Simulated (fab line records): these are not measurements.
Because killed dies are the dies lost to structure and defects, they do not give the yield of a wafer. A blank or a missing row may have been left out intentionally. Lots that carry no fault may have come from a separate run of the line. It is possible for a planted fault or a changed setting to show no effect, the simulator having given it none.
Problem report, 8D (eight disciplines) form, completed by code -- flow nandHarc -- the parts of the form that need people (team, actions taken, sign-off) are left out

1. WHAT IS WRONG
Wafers with no fault read 0.7 with a standard deviation of 1.1, whereas killedAtOther at NHARC_END_SORT_01 reads a mean of 595.0 on 1 wafer of 1 lot. That is +99 or more standard deviations from the usual mean.
Seen first at day 32 11:10 on prober-01, wafer L757.5. At this step, 39 wafers from 13 lots have a number in the record. By rule, "out" or "out of limits" means more than 4 standard deviations away from the usual mean. All remaining wafers that have a number are taken as sound.

2. WHAT IT IS, WHAT IT ISN'T
question,is,is not
which readings at this step,"killedAtOther, defectLimitedYield, killedDies, sort_bin_2_pct, sortNPass, sortRimYieldPct, sortYieldPct","killedAtArray, killedAtPeriphery, killedOpen, killedShort, sort_bin_3_pct, sort_bin_4_pct"
which lots,L757,"L739, L740, L741, L742, L744, L745, L747, L749, L750, L751, L752, L755"
which wafers of those lots,L757.5,"L757.2, L757.3"
read on which gauges,prober-01,prober-02
when,from day 32 11:10,up to then (38 sound wafers)

3. SUSPECTS, AND WHAT RULES EACH OUT
Counting: a tool at a process step up to the reading stays a suspect if it ran every lot that is out. Sound lots after the first of them don't rule it out here, since some wafers of a struck lot are sound.
- the gauge at NHARC_END_SORT_01: kept. All the wafers that are out were read on prober-01, and no step on other tools shows them out.
- pecvd-02 at NHARC_THIN_TSV_DEP_43 (deposits SiO2, target thk 1328.5 nm): kept. The lot that is out, L757, ran on it at day 31 16:11; the last sound lot it ran before that was L749, at day 27 19:55.
- pvdSputter-01 at NHARC_THIN_TSV_PVD_51 (deposits Cu, target thk 100 nm): kept. The lot that is out, L757, ran on it at day 31 21:41; the last sound lot it ran before that was L752, at day 28 21:37. NHARC_THIN_TSV_PVD_51 gives no start for some lots, so the hours and the order of its lots are those of NHARC_THIN_TSV_DEGAS_53.
- pvdSputter-03 at NHARC_THIN_TSV_DEGAS_53 (time 60 s): kept. The lot that is out, L757, ran on it at day 31 21:41; the last sound lot it ran before that was L742, at day 25 02:04.
- In pecvd-02 at NHARC_THIN_TSV_DEP_43, the wafers that are out were processed in chamber 0 and their sound lot-mates in chambers 1, 2.
Left after counting: pecvd-02 at NHARC_THIN_TSV_DEP_43, pvdSputter-01 at NHARC_THIN_TSV_PVD_51, pvdSputter-03 at NHARC_THIN_TSV_DEGAS_53, prober-01 at NHARC_END_SORT_01.

4. THE CAUSE (what the simulator had put in)
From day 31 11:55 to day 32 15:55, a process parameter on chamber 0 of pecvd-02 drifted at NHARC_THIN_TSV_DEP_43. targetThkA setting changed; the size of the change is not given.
After counting, 4 suspects remain, this tool included.

5. SEQUENCE OF EFFECTS, ordered by route
Each row: a reading where the mean over the struck wafers with a number is more than 3 standard deviations away from the usual. Readings are gone through only where the record gives a usual standard deviation; hours: the median, over the lots, of the time from a lot's start at the first step in this table giving one to that lot's start at this step; sigmas: the change measured in usual standard deviations.
hours,step,reading,usual,on struck wafers,change,sigmas
0,NHARC_END_SORT_01,defectLimitedYield,92.0 %,0.0,-92.0,-33
0,NHARC_END_SORT_01,killedAtOther,0.7,595.0,+594.3,+99 or more
0,NHARC_END_SORT_01,killedDies,54,677,+623,+33
0,NHARC_END_SORT_01,sort_bin_2_pct,2.8 %,93.6,+90.8,+76
0,NHARC_END_SORT_01,sortNPass,623,0,-623,-33
0,NHARC_END_SORT_01,sortRimYieldPct,89 %,0,-89,-19
0,NHARC_END_SORT_01,sortYieldPct,92.0 %,0.0,-92.0,-33

6. HOW IT WOULD HAVE BEEN CAUGHT EARLIER
Counted from the fault's start at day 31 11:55, it took 23 hours until the first out-of-limits reading at a measuring or inspecting step in this record, taken at day 32 11:10.
Tool readings at NHARC_THIN_TSV_DEP_43 with a usual standard deviation given in the record: none out on any struck wafer, hence no alarm at a limit of 4 standard deviations on them.
By day 32 11:10 the whole set of lots that are out, 1 in number, had already begun NHARC_THIN_TSV_DEP_43 on pecvd-02. Had the tool been put on hold then, not one of them would have been saved.
